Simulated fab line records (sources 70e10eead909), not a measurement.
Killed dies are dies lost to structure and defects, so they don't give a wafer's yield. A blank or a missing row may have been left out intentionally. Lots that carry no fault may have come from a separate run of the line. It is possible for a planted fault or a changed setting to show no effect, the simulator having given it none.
Which tool was responsible? | flow nandHarc | 39 wafers from 13 lots sampled at 5 of the route's 1302 steps

## WHAT EACH GAUGE READ, for each wafer
NHARC_A_DECK1_JOINT_THK_MEAS_17: measures by ellipsometry.
lot  | measured     | on           | thkNm (nm)
L753 | day 12 09:51 | filmMetro-01 | 45.5 45.0 43.5
L752 | day 12 09:55 | filmMetro-02 | 43.0 45.0 46.9
L756 | day 13 12:03 | filmMetro-02 | 45.9 43.4 44.8
L755 | day 13 12:03 | filmMetro-01 | 45.4 45.0 42.9
L757 | day 14 15:41 | filmMetro-01 | 44.0 43.5 45.7
L759 | day 14 18:32 | filmMetro-01 | 42.8 43.5 45.7
L763 | day 17 09:53 | filmMetro-01 | 45.2 44.1 45.0
L767 | day 18 21:18 | filmMetro-01 | 43.7 44.9 43.7
L768 | day 18 21:25 | filmMetro-02 | 43.7 43.8 44.8
L769 | day 19 14:13 | filmMetro-01 | 40.3 43.0 44.8
L770 | day 20 02:35 | filmMetro-01 | 38.6 45.1 38.6
L773 | day 21 02:44 | filmMetro-01 | 45.1 44.9 45.5
L775 | day 22 06:14 | filmMetro-02 | 45.0 45.2 45.9

NHARC_A_ONON_D2_THK_MEAS_14: measures by ellipsometry.
lot  | measured     | on           | thkNm (nm)
L753 | day 12 12:44 | filmMetro-02 | 1011 1011 1010
L752 | day 12 12:55 | filmMetro-02 | 998 998 997
L756 | day 13 14:56 | filmMetro-01 | 1016 1016 1016
L755 | day 13 14:55 | filmMetro-02 | 1005 1005 1004
L757 | day 14 18:37 | filmMetro-02 | 998 997 999
L759 | day 14 21:25 | filmMetro-02 | 1000 1000 1000
L763 | day 17 12:46 | filmMetro-02 | 994 996 996
L767 | day 19 00:10 | filmMetro-01 | 1021 1020 1021
L768 | day 19 00:17 | filmMetro-02 | 1001 1002 1003
L769 | day 19 17:07 | filmMetro-01 | 993 993 993
L770 | day 20 05:27 | filmMetro-01 | 995 996 996
L773 | day 21 05:40 | filmMetro-02 | 987 986 989
L775 | day 22 09:06 | filmMetro-01 | 1000 999 1000

NHARC_A_ONON_D2_THK_MEAS_18: measures by ellipsometry.
lot  | measured     | on           | thkNm (nm)
L753 | day 12 20:02 | filmMetro-01 | 997 998 998
L752 | day 12 20:03 | filmMetro-02 | 990 989 990
L756 | day 13 22:26 | filmMetro-02 | 1011 1011 1012
L755 | day 13 22:15 | filmMetro-02 | 995 995 995
L757 | day 15 01:59 | filmMetro-02 | 1023 1023 1024
L759 | day 15 01:59 | filmMetro-01 | 1003 1004 1004
L763 | day 17 19:55 | filmMetro-02 | 1002 1003 1006
L767 | day 19 10:01 | filmMetro-01 | 982 982 980
L768 | day 19 10:03 | filmMetro-02 | 1013 1011 1012
L769 | day 20 00:29 | filmMetro-01 | 979 979 982
L770 | day 20 14:37 | filmMetro-01 | 1004 1002 1002
L773 | day 21 16:56 | filmMetro-01 | 987 987 986
L775 | day 22 16:47 | filmMetro-02 | 981 982 982

NHARC_A_ONON_D2_THK_MEAS_21: measures by ellipsometry.
lot  | measured     | on           | thkNm (nm)
L753 | day 12 20:37 | filmMetro-02 | 995 994 997
L752 | day 12 20:37 | filmMetro-01 | 1016 1016 1017
L756 | day 13 23:00 | filmMetro-01 | 1004 1004 1003
L755 | day 13 22:49 | filmMetro-02 | 1007 1007 1008
L757 | day 15 02:33 | filmMetro-02 | 998 999 996
L759 | day 15 02:33 | filmMetro-01 | 1018 1020 1019
L763 | day 17 20:29 | filmMetro-01 | 992 994 993
L767 | day 19 10:35 | filmMetro-01 | 997 996 999
L768 | day 19 10:37 | filmMetro-02 | 1005 1005 1004
L769 | day 20 01:03 | filmMetro-01 | 1001 1000 999
L770 | day 20 15:11 | filmMetro-02 | 1010 1010 1010
L773 | day 21 17:29 | filmMetro-01 | 978 977 979
L775 | day 22 17:20 | filmMetro-02 | 992 990 991

## EACH LOT AND THE TOOL THAT RAN IT (in order: tool; ch and the chambers of the sampled wafers; start)
lot  | NHARC_A_DECK1_JOINT_DEP_16
L753 | pecvd-01 ch 0,2, day 12 09:36
L752 | pecvd-02 ch 0,2, day 12 09:37
L756 | pecvd-01 ch 0,1,2, day 13 11:46
L755 | pecvd-04 ch 0,1,2, day 13 11:46
L757 | pecvd-02 ch 0,1, day 14 15:24
L759 | pecvd-01 ch 0,2, day 14 18:15
L763 | pecvd-02 ch 1,2, day 17 09:37
L767 | pecvd-01 ch 0,1,2, day 18 21:01
L768 | pecvd-02 ch 0,2, day 18 21:11
L769 | pecvd-02 ch 0,2, day 19 13:56
L770 | pecvd-02 ch 0,1, day 20 02:18
L773 | pecvd-01 ch 1,2, day 21 02:29
L775 | pecvd-01 ch 0,1,2, day 22 05:57
- NHARC_A_DECK1_JOINT_DEP_16: deposits SiO2, target thk 45 nm.

## WHAT THE TOOLS THEMSELVES READ (means of the sampled wafers that have a number; where no wafer has one, the mark that the record gives instead)
NHARC_A_DECK1_JOINT_DEP_16.
lot  | tool     | heaterPowerW (W) | rfFwdPowerW (W) | showerheadVppV (V) | throttleValvePct (%)
L753 | pecvd-01 | 652              | 899.1           | 1767               | 14.7
L752 | pecvd-02 | 653              | 896.2           | 1985               | 16.2
L756 | pecvd-01 | 552              | 896.9           | 1865               | 15.2
L755 | pecvd-04 | 534              | 894.2           | 1876               | 16.3
L757 | pecvd-02 | 598              | 899.6           | 1994               | 16.1
L759 | pecvd-01 | 644              | 895.5           | 1870               | 15.0
L763 | pecvd-02 | 682              | 894.5           | 2019               | 16.5
L767 | pecvd-01 | 597              | 893.5           | 1875               | 14.9
L768 | pecvd-02 | 683              | 896.4           | 1976               | 16.0
L769 | pecvd-02 | 681              | 776.0           | 1837               | 16.1
L770 | pecvd-02 | 740              | 659.8           | 1692               | 15.6
L773 | pecvd-01 | 561              | 896.4           | 1772               | 14.8
L775 | pecvd-01 | 564              | 896.6           | 1863               | 15.0

## THE ANSWER, worked out from the rows above alone
Rule: the lots themselves supply what counts as usual. Put in order of their means at a reading, lots are off if they are a third of the lots or fewer, leave a main group of 4 or more, and stand apart from it by a gap of 3 or more times the standard deviation of the main group's means; of several such gaps the widest counts. If all means in a main group match to the digits the tables above print for the reading, that group is not used. A lot without any number at a reading at which 4 lots or more have one is off too. All remaining lots with rows at the step are treated as sound. After the gauges, taken in route order, come the tools' own readings; for these a lot's mean is taken, as printed above. At the first step where some lot is off, the reading lying furthest off is the one used; lots without a number count as furthest.
Off: L769, L770, at NHARC_A_DECK1_JOINT_THK_MEAS_17 (thkNm). For the main group the mean is 44.6 nm and the standard deviation 0.43.
If a tool, at a process step before that reading, ran all the lots that are off and no sound lot after the first of them, it fits. Not tried: the gauges at NHARC_A_DECK1_JOINT_THK_MEAS_17; whatever is off there is also off at NHARC_A_DECK1_JOINT_DEP_16, on other tools, and gauge error can't account for it. One candidate fits, namely pecvd-02 at NHARC_A_DECK1_JOINT_DEP_16. A fault onset in the window from L768 (day 18 21:11, its last sound lot) to L769 (day 19 13:56, its first lot off) fits.
The tool's own readings at NHARC_A_DECK1_JOINT_DEP_16 bear it out: on the lots that are off they differ by more than 5 times the standard deviation of the sound lots' means. rfFwdPowerW reads 717.9 W there against 896.3 W on the sound lots.

## WHAT THE SIMULATOR PUT IN
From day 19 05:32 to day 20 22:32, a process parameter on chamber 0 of pecvd-02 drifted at NHARC_A_DECK1_JOINT_DEP_16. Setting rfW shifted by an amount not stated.
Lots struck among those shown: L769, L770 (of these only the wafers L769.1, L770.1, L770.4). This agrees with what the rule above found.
